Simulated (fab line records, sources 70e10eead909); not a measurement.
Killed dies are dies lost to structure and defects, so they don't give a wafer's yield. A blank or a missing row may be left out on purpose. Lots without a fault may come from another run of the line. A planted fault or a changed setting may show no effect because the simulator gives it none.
Tool commonality check | flow nand_harc | 11 lots, 42 wafers sampled

WHY IT WAS OPENED
At NHARC_A_M1_CD_MEAS_09 the reading cd_nm is flagged on 3 of 11 lots. Wafers without a fault read 119.6 nm, standard deviation 0.69.
Rule: a lot is flagged when every wafer of it that has a number lies more than 4 standard deviations from that mean, or none has a number. The other lots count as sound.

lot  | measured     | on        | cd_nm (nm), wafer by wafer          | flag
L447 | day 17 20:55 | cd_sem-02 | 119.3 119.4 120.6                   |
L450 | day 18 01:22 | cd_sem-01 | 119.9 120.5 119.8                   |
L446 | day 18 03:55 | cd_sem-01 | 119.9 119.8 120.0                   |
L451 | day 18 06:21 | cd_sem-02 | 119.9 119.6 120.6                   |
L452 | day 18 21:08 | cd_sem-01 | 119.7 120.4 121.0                   |
L458 | day 20 22:04 | cd_sem-01 | 130.9 130.8 131.8 131.0 130.9 131.6 | FLAGGED
L461 | day 21 02:52 | cd_sem-01 | 118.9 118.8 119.6                   |
L462 | day 21 03:12 | cd_sem-02 | 127.6 127.6 128.4 127.6 127.4 128.1 | FLAGGED
L459 | day 21 06:23 | cd_sem-02 | 128.2 126.6 127.5 128.4 126.6 127.6 | FLAGGED
L465 | day 22 08:56 | cd_sem-02 | 120.1 120.6 119.7                   |
L468 | day 22 22:34 | cd_sem-01 | 120.4 119.6 119.6                   |
The numbers of the flagged lots are 128.8 nm on average: +9.2 nm against the usual, or +13 standard deviations.

WHICH TOOL RAN EACH LOT
The record holds 2 process steps before the reading, out of a route of 1159 steps. In each cell: the tool, then ch and the chambers that the sampled wafers went through, then the start.
lot  | flag    | NHARC_A_M0_DEGAS_28          | NHARC_A_M1_EXPOSE_06
L447 |         | pvd_sputter-01, day 17 18:04 | arfi_scanner-02 ch 0, day 17 20:47
L450 |         | pvd_sputter-03, day 17 22:19 | arfi_scanner-02 ch 0, day 18 01:14
L446 |         | pvd_sputter-03, day 18 00:53 | arfi_scanner-01 ch 0, day 18 03:46
L451 |         | pvd_sputter-03, day 18 03:20 | arfi_scanner-01 ch 0, day 18 06:13
L452 |         | pvd_sputter-01, day 18 18:10 | arfi_scanner-01 ch 0, day 18 20:59
L458 | FLAGGED | pvd_sputter-01, day 20 18:24 | arfi_scanner-02 ch 0, day 20 21:56
L461 |         | pvd_sputter-03, day 20 23:56 | arfi_scanner-01 ch 0, day 21 02:44
L462 | FLAGGED | pvd_sputter-02, day 21 00:06 | arfi_scanner-02 ch 0, day 21 03:04
L459 | FLAGGED | pvd_sputter-03, day 21 03:10 | arfi_scanner-02 ch 0, day 21 06:14
L465 |         | pvd_sputter-01, day 22 05:44 | arfi_scanner-01 ch 0, day 22 08:48
L468 |         | pvd_sputter-02, day 22 19:46 | arfi_scanner-01 ch 0, day 22 22:26
What these steps do:
- NHARC_A_M0_DEGAS_28: time 60 s.
- NHARC_A_M1_EXPOSE_06: exposes mask A M1, target cd 120 nm.
- NHARC_A_M1_CD_MEAS_09: target cd 120 nm.

FLAGGED OVER TOTAL, TOOL BY TOOL (the gauges that took the reading come last)
step                  | tool            | lots run | flagged | share of the flagged lots | sound lots run after its first flagged lot
NHARC_A_M0_DEGAS_28   | pvd_sputter-01  | 4        | 1       | some                      | 1 (L465)
NHARC_A_M0_DEGAS_28   | pvd_sputter-02  | 2        | 1       | some                      | 1 (L468)
NHARC_A_M0_DEGAS_28   | pvd_sputter-03  | 5        | 1       | some                      | 0
NHARC_A_M1_EXPOSE_06  | arfi_scanner-01 | 6        | 0       | none                      | -
NHARC_A_M1_EXPOSE_06  | arfi_scanner-02 | 5        | 3       | all                       | 0
NHARC_A_M1_CD_MEAS_09 | cd_sem-01       | 6        | 1       | some                      | 2 (L461,L468)
NHARC_A_M1_CD_MEAS_09 | cd_sem-02       | 5        | 2       | some                      | 1 (L465)

WHAT THE TABLE ALLOWS
1 row of the table ran every flagged lot: arfi_scanner-02 at NHARC_A_M1_EXPOSE_06.
- arfi_scanner-02 at NHARC_A_M1_EXPOSE_06: 3 of its 5 lots flagged. Its last sound lot is L450 (day 18 01:14), its first flagged lot L458 (day 20 21:56): a fault that began between those two fits. Its own readings lie more than 4 standard deviations out on every wafer of the flagged lots: exposure_dose_mJ_cm2.
One tool is left: arfi_scanner-02 at NHARC_A_M1_EXPOSE_06.

WHAT THE SIMULATOR HAD PUT IN
Process parameter drift: arfi_scanner-02, from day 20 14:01 on, at NHARC_A_M1_EXPOSE_06. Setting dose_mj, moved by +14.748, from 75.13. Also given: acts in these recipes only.
Lots struck among those shown: L458, L462, L459. The rule above found the same.
